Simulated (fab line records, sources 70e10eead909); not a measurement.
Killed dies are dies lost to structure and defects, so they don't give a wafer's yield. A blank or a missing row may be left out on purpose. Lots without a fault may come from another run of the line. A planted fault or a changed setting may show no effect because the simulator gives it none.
fab line records | flow nand_harc | part 2 of 2: steps 28 to 34 of 34
record lots=5 wafers=15 last_day=32
route steps=1302 shown A_WL_FILL@972 A_CONTACT@983
lots that met no fault: from a run of the same line without faults
start_h: hours from the record's first day to the start of the lot's first wafer shown | wait_h: hours since the lot's step before | " the same as in the row above | L1.1+2: a row that stands for several wafers | - no value, or no start given | * or withheld: withheld | < > ~ a bound
route shown NAME@n: a module of which the file shows steps, and the number in the route of the first | usual: mean/standard deviation of fault-free wafers | same: alike in all rows | chamber/n: place in a boat | sites: the reading at each site | _std_site: their standard deviation | _edge_site: outer sites' mean less inner sites' | radius_mm: how far each site lies from the wafer's centre | mask NAME#n: copy n | behind: the tool/chamber that last shaped the wafer | hold: why the lot was held/for how many hours/how that ended | device: the transistor (n, p or np) that didn't switch | end of line: the same wafers' tests at the end of the route | a step without rows: its recipe alone | killed: dies lost to structure and defects at the first sort, not the wafer's yield | map: a wafer's dies, x killed, . not, _ none there
set.NAME: the setting as run; set.NAME@STEP: as run at that earlier step | model.NAME: the simulator's own value behind a step, which no gauge read
lots at some steps of the route; a table a step, a row a wafer
services: from which hour (start_h, from the record's first day; less than 0 if before it) a tool's chamber was out of use, for how many hours, and why
## steps
# step NHARC_A_CONTACT_ETCH_50
# recipe target_depth_a=1210 time_s=60.5 cf4_flow_sccm=100 chf3_flow_sccm=30 ar_flow_sccm=0 rf_w=500 bias_w=200 chemistry=CF4/CHF3
# usual drypump_motor_current_A=5.9/0.41 oes_product_au=0.947/0.022 rf_vpp_V=370.1/2.6 showerhead_plenum_p_Torr=1.56/0.077 throttle_valve_pct=16.802/0.0096
# columns lot.wafer tool chamber start_h wait_h drypump_motor_current_A oes_product_au rf_hours_counter_h rf_vpp_V showerhead_plenum_p_Torr throttle_valve_pct
L084.4 rie_diel-06 1 - - 6.0 0.943 35 371.5 1.61 16.800
L084.3 " 2 " " 6.2 0.925 35 369.0 1.50 16.808
L084.6 " 2 " " 6.2 0.931 - 368.6 1.50 16.795
L090.3 rie_diel-11 1 - - 6.1 0.957 0 370.8 1.59 16.814
L090.6 " 1 " " 6.1 0.967 - 370.7 1.59 16.798
L090.5 " 2 " " 5.9 0.986 - 367.6 1.48 16.794
L092.4 rie_diel-11 0 - - 5.2 0.926 8 370.0 1.59 16.801
L092.1 " 1 " " 6.1 0.914 8 370.6 1.59 16.807
L092.6 " 3 " " 6.6 0.910 - 373.3 1.65 16.802
L091.1 rie_diel-11 1 - - 6.1 0.962 10 371.2 1.59 16.821
L091.2 " 3 " " 6.6 0.959 7 371.9 1.65 16.792
L091.6 " 1 " " 6.1 0.957 - 371.2 1.59 16.806
L095.1 rie_diel-06 1 - - 6.0 0.974 11 372.0 1.60 16.810
L095.3 " 2 " " 6.2 0.967 13 366.8 1.50 16.815
L095.2 " 3 " " 5.8 0.983 12 373.0 1.67 16.797
# step NHARC_A_CONTACT_ETCH_51
# recipe target_depth_a=70000 over_etch_frac=0.3 time_s=1820 ion_energy_ev=150 o2_flow_sccm=400 cos_flow_sccm=20 ar_flow_sccm=0 rf_w=500 bias_w=300 chemistry=O2/COS
# usual drypump_motor_current_A=5.9/0.42 oes_product_au=1.000/0.01 rf_vpp_V=313.8/2.2 showerhead_plenum_p_Torr=3.10/0.15 throttle_valve_pct=28.330/0.009
# columns lot.wafer tool chamber start_h wait_h drypump_motor_current_A oes_product_au rf_hours_counter_h rf_vpp_V showerhead_plenum_p_Torr throttle_valve_pct
L084.3 rie_diel-06 0 - - 5.2 0.984 27 313.9 3.10 28.323
L084.4 " 1 " " 6.0 1.005 36 314.9 3.19 28.327
L084.6 " 1 " " 6.0 1.011 - 316.3 3.19 28.344
L090.3 rie_diel-11 3 - - 6.6 0.989 0 316.4 3.28 28.338
L090.6 " 0 " " 5.1 1.005 - 314.7 3.16 28.328
L090.5 " 1 " " 6.1 0.978 - 314.2 3.15 28.335
L092.1 rie_diel-11 0 - - 5.1 1.007 8 315.1 3.16 28.323
L092.4 " 1 " " 6.1 0.991 9 314.4 3.15 28.336
L092.6 " 0 " " 5.2 1.011 - 316.4 3.16 28.321
L091.1 rie_diel-11 3 - - 6.6 0.986 7 316.3 3.27 28.327
L091.2 " 1 " " 6.1 0.990 10 315.2 3.15 28.339
L091.6 " 2 " " 5.9 1.013 - 312.4 2.94 28.326
L095.3 rie_diel-06 3 - - 5.8 1.000 12 317.7 3.31 28.335
L095.1 " 0 " " 5.2 0.997 10 313.6 3.09 28.336
L095.2 " 1 " " 6.0 1.010 11 314.7 3.18 28.337
# step NHARC_A_CONTACT_ETCH_111
# recipe source_w=withheld pressure_mtorr=20 bias_v=withheld time_s=140 target_depth_a=7000 ar_flow_sccm=withheld c4f8_flow_sccm=withheld o2_flow_sccm=withheld chemistry=C4F8/O2/Ar
# columns lot.wafer tool chamber start_h wait_h rf_hours_counter_h
L084.3 har_cap_etch-01 1 603.91 - -
L084.4 " 0 " " -
L084.6 " 0 " " -
L090.3 har_cap_etch-01 1 658.93 - -
L090.5 " 1 " " -
L090.6 " 0 " " -
L092.1 har_cap_etch-01 1 681.69 - 31
L092.4 " 0 " " -
L092.6 " 1 " " -
L091.2 har_cap_etch-02 0 685.63 - 113
L091.1 " 1 " " 113
L091.6 " 1 " " -
L095.1 har_cap_etch-02 1 705.86 - 118
L095.2 " 0 " " 118
L095.3 " 1 " " -
# step NHARC_A_CONTACT_ETCH_112
# recipe source_w=withheld pressure_mtorr=20 bias_v=3000 time_s=190 target_depth_a=18500 ar_flow_sccm=withheld c4f8_flow_sccm=withheld o2_flow_sccm=withheld chemistry=C4F8/O2/Ar
# columns lot.wafer tool chamber start_h wait_h rf_hours_counter_h
L084.3 har_cap_etch-01 1 604.10 0.2 -
L084.4 " 0 " " -
L084.6 " 0 " " -
L090.3 har_cap_etch-01 1 659.12 0.2 -
L090.5 " 1 " " -
L090.6 " 0 " " -
L092.1 har_cap_etch-01 1 681.89 0.2 31
L092.4 " 0 " " -
L092.6 " 1 " " -
L091.2 har_cap_etch-02 0 685.83 0.2 113
L091.1 " 1 " " 113
L091.6 " 1 " " -
L095.1 har_cap_etch-02 1 706.13 0.2 118
L095.2 " 0 " " 118
L095.3 " 1 " " -
# step NHARC_A_CONTACT_ETCH_113
# recipe source_w=withheld pressure_mtorr=20 bias_v=3000 time_s=190 target_depth_a=18500 ar_flow_sccm=withheld c4f8_flow_sccm=withheld o2_flow_sccm=withheld chemistry=C4F8/O2/Ar
# columns lot.wafer tool chamber start_h wait_h rf_hours_counter_h
L084.3 har_cap_etch-01 1 604.27 0.1 -
L084.4 " 0 " " -
L084.6 " 0 " " -
L090.3 har_cap_etch-01 1 659.29 0.1 -
L090.5 " 1 " " -
L090.6 " 0 " " -
L092.1 har_cap_etch-01 1 682.06 0.1 31
L092.4 " 0 " " -
L092.6 " 1 " " -
L091.2 har_cap_etch-02 0 686.00 0.1 113
L091.1 " 1 " " 113
L091.6 " 1 " " -
L095.1 har_cap_etch-02 1 706.36 0.2 119
L095.2 " 0 " " 119
L095.3 " 1 " " -
# step NHARC_A_CONTACT_ETCH_114
# recipe source_w=withheld pressure_mtorr=20 bias_v=3000 time_s=190 target_depth_a=18500 ar_flow_sccm=withheld c4f8_flow_sccm=withheld o2_flow_sccm=withheld chemistry=C4F8/O2/Ar
# columns lot.wafer tool chamber start_h wait_h rf_hours_counter_h
L084.3 har_cap_etch-01 1 604.45 0.1 -
L084.4 " 0 " " -
L084.6 " 0 " " -
L090.3 har_cap_etch-01 1 659.46 0.1 -
L090.5 " 1 " " -
L090.6 " 0 " " -
L092.1 har_cap_etch-01 1 682.23 0.1 32
L092.4 " 0 " " -
L092.6 " 1 " " -
L091.2 har_cap_etch-02 0 686.17 0.1 113
L091.1 " 1 " " 113
L091.6 " 1 " " -
L095.1 har_cap_etch-02 1 706.58 0.2 119
L095.2 " 0 " " 119
L095.3 " 1 " " -
# step NHARC_A_CONTACT_ETCH_115
# recipe source_w=withheld pressure_mtorr=20 bias_v=3000 time_s=190 target_depth_a=18500 ar_flow_sccm=withheld c4f8_flow_sccm=withheld o2_flow_sccm=withheld chemistry=C4F8/O2/Ar
# columns lot.wafer tool chamber start_h wait_h rf_hours_counter_h
L084.3 har_cap_etch-01 1 604.62 0.1 -
L084.4 " 0 " " -
L084.6 " 0 " " -
L090.3 har_cap_etch-01 1 659.63 0.1 -
L090.5 " 1 " " -
L090.6 " 0 " " -
L092.1 har_cap_etch-01 1 682.40 0.1 32
L092.4 " 0 " " -
L092.6 " 1 " " -
L091.2 har_cap_etch-02 0 686.34 0.1 113
L091.1 " 1 " " 113
L091.6 " 1 " " -
L095.1 har_cap_etch-02 1 706.81 0.2 119
L095.2 " 0 " " 119
L095.3 " 1 " " -
## services
# columns tool chamber start_h hours kind
ald_metal-01 2 574.07 30.5 repair
cvd_w-02 1 575.21 3.1 repair
cmp-01 - 577.66 4.0 pm
wet_bench-04 - 579.20 8.0 pm
rie_diel-06 2 589.06 6.9 repair
pecvd-02 - 589.53 13.0 pm
rie_si-06 - 603.00 9.0 pm
ald_metal-03 - 606.90 0.8 repair
rie_diel-06 1 611.16 8.6 repair
cvd_w-02 0 611.87 1.4 repair
har_cap_etch-01 - 613.18 0.6 repair
har_cap_etch-02 - 614.61 1.6 repair
ald_metal-03 0 630.36 31.0 repair
cvd_w-02 - 631.00 13.0 pm
cmp-01 - 636.18 0.6 repair
rie_diel-11 - 646.03 9.0 pm
rie_diel-06 - 662.38 9.0 pm
cvd_w-02 0 665.99 4.5 repair
pecvd-02 0 673.70 5.3 repair
cmp-01 - 675.66 4.0 pm
litho_track-01 - 680.00 7.0 pm
ald_metal-03 3 694.18 4.1 repair
litho_track-06 - 704.00 7.0 pm
pecvd-02 0 704.26 14.3 repair
